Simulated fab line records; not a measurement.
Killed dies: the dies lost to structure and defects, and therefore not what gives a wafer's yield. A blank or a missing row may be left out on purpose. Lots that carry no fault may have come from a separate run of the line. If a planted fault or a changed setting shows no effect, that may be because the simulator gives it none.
Comparing a struck lot with a sound one || flow n5-finfet || 37 steps out of a route of 1938
Sound: the wafers L588.1, L588.3, L588.4. Struck: wafer L594.2; the same lot's L594.6 was not struck, so it is left out; see the end for the cause.
At each step with rows: each side's tool, then ch and its chambers, then its first start. Under that, the readings that differ: sound wafers || struck wafers || difference of the means || sigmas: that difference in standard deviations of wafers without a fault.
alike: a reading whose means differ by less than 2 such deviations, as well as words and numbers matching on both sides. not compared: withheld readings; readings where some wafer has no value; bounds like >300 that might hide an equal value; numbers whose values overlap and for which the record gives no deviation.
A row with sigmas, a row that says differs or no value, or rows on one side alone: a step with any of these is where the two part. Numbers that have no deviation but don't overlap get no sigmas and don't part them. Lack of a reading on every wafer of one side parts them only where that side has two or more wafers.

first, 11 steps without rows for these wafers: N5_BEOL_M14_ETCH_59 (etches BARC in N2/H2, target depth 89 nm, overetch 26.7 nm, time 67.9 s); N5_BEOL_M14_VIA_ETCH_16 (etches SiO2 in C4F8/O2/Ar, target depth 1231.3 nm); N5_BEOL_M14_STRIP_63 (strips in O2); N5_BEOL_M14_STRIP_64 (strips in O2); N5_BEOL_M14_STRIP_71 (strips in post etch residue remover, time 60 s); N5_BEOL_M14_SRD_72 (time 30 s, dry time 30 s); N5_BEOL_M14_COAT_65 (time 60 s, resist thk 450 nm); N5_BEOL_M14_COAT_66 (time 60 s, resist thk 110 nm); N5_BEOL_M14_COAT_22 (resist thk 300 nm); N5_BEOL_M14_EBR_24; N5_BEOL_M14_SOFTBAKE_23 (time 60 s).
N5_BEOL_M14_EXPOSE_25: exposes mask M14, target cd 280 nm.
  sound on krf-scanner-02 ch 0, day 11 13:11; struck on krf-scanner-02 ch 0, day 15 00:57
  alike: mask
then, 3 steps without rows for these wafers: N5_BEOL_M14_PEB_26 (peb time 90 s); N5_BEOL_M14_DEVELOP_27 (develop time 45 s); N5_BEOL_M14_HARDBAKE_32 (time 120 s).
N5_BEOL_M14_CD_MEAS_28: target cd 284.4 nm.
  sound on cd-sem-02 ch 0, day 11 13:22; struck on cd-sem-01 ch 0, day 15 01:07
{"reading": "cd-nm (nm)", "sound": "282.1 283.7 284.7", "struck": 302.4, "difference": "+18.9", "sigmas": "+10"}
N5_BEOL_M14_DESCUM_33: chemistry O2, time 7.9 s.
  sound on rie-diel-04 ch 0,2,3, day 11 13:37; struck on rie-diel-01 ch 2, day 15 01:13
{"reading": "rf-vpp-V (V)", "sound": "242.5 244.8 243.3", "struck": 240.4, "difference": -3.1, "sigmas": -2}
{"reading": "model.BEOL_M14.cd-nm (nm)", "sound": "282 283.2 284.8", "struck": 302.6, "difference": "+19.3", "sigmas": ""}
  alike: drypump-motor-current-A, o2-flow-sccm, oes-product-au, showerhead-plenum-p-Torr, throttle-valve-pct
  not compared: rf-hours-counter-h
then, 6 steps without rows for these wafers: N5_BEOL_M14_ETCH_67 (etches SiARC in CF4, target depth 143 nm, time 238.3 s); N5_BEOL_M14_ETCH_68 (etches SOC in N2/H2, time 450 s); N5_BEOL_M14_STRIP_69 (strips in N2/H2); N5_BEOL_M14_TRENCH_ETCH_34 (etches SiO2 in C4F8/O2/Ar, target depth 556.65 nm, time 126.9 s); N5_BEOL_M14_STRIP_70 (strips in C4F8/O2/Ar); N5_BEOL_M14_STRIP_37 (strips in O2).
N5_BEOL_M14_ETCH_38: etches SiCN in CF4/N2, target depth 106.5 nm, time 120.6 s.
  sound on rie-diel-01 ch 0,1; struck on rie-diel-02 ch 1
{"reading": "model.BEOL_M14.cd-nm (nm)", "sound": "279.6 279.2 279.8", "struck": 298, "difference": "+18", "sigmas": ""}
  alike: drypump-motor-current-A, oes-product-au, rf-vpp-V, showerhead-plenum-p-Torr, throttle-valve-pct
  not compared: rf-hours-counter-h
then, 12 steps without rows for these wafers: N5_BEOL_M14_PRECLEAN_39 (cleans in residue remover, time 60 s); N5_BEOL_M14_SRD_40 (time 30 s, dry time 30 s); N5_BEOL_M14_DEGAS_41 (time 60 s); N5_BEOL_M14_PRE_CLEAN_42 (time 30 s); N5_BEOL_M14_SPUTTER_43 (material TaN, target thk 15 nm, time 24.19 s); N5_BEOL_M14_SPUTTER_44 (material Ta, target thk 15 nm, time 24.19 s); N5_BEOL_M14_SPUTTER_45 (material Cu, target thk 100 nm, time 16.67 s); N5_BEOL_M14_ECD_47 (material Cu, target thk 1248 nm); N5_BEOL_M14_ANNEAL_48 (time 90 s); N5_BEOL_M14_CMP_49 (polishes, stops on SiO2, t overpolish 5.2 s, target thk 560 nm); N5_BEOL_M14_PRE_CLEAN_52 (time 15 s); N5_BEOL_M14_DEP_53 (deposits SiCN from 3MS/NH3, target thk 50 nm, time 17.8 s).
N5_BEOL_M15_RC_MEAS_101:
  sound on prober-01 ch 0, day 12 03:59; struck on prober-01 ch 0, day 15 13:32
{"reading": "COMB_M14 (S/m)", "sound": "2.7e-12 4.9e-12 2.9e-12", "struck": 1.9e-12, "difference": -1.6e-12, "sigmas": -2}
{"reading": "COMB_M5 (S/m)", "sound": "4e-11 6.2e-11 4e-11", "struck": 2.9e-11, "difference": -1.8e-11, "sigmas": -3}
  alike: COMB_M10, COMB_M10_max_site, COMB_M11, COMB_M12, COMB_M13, COMB_M15, COMB_M6, COMB_M7, COMB_M7_max_site, COMB_M8, COMB_M8_max_site, COMB_M9, SERP_M10, SERP_M11, SERP_M12, SERP_M13, SERP_M13_max_site, SERP_M14, SERP_M14_max_site, SERP_M5, SERP_M5_max_site, SERP_M6, SERP_M6_max_site, SERP_M7, SERP_M8, SERP_M9

WHERE THEY PART
Earliest at N5_BEOL_M14_CD_MEAS_28; latest, in this record, at N5_BEOL_M15_RC_MEAS_101.

WHY: whatever the simulator had introduced
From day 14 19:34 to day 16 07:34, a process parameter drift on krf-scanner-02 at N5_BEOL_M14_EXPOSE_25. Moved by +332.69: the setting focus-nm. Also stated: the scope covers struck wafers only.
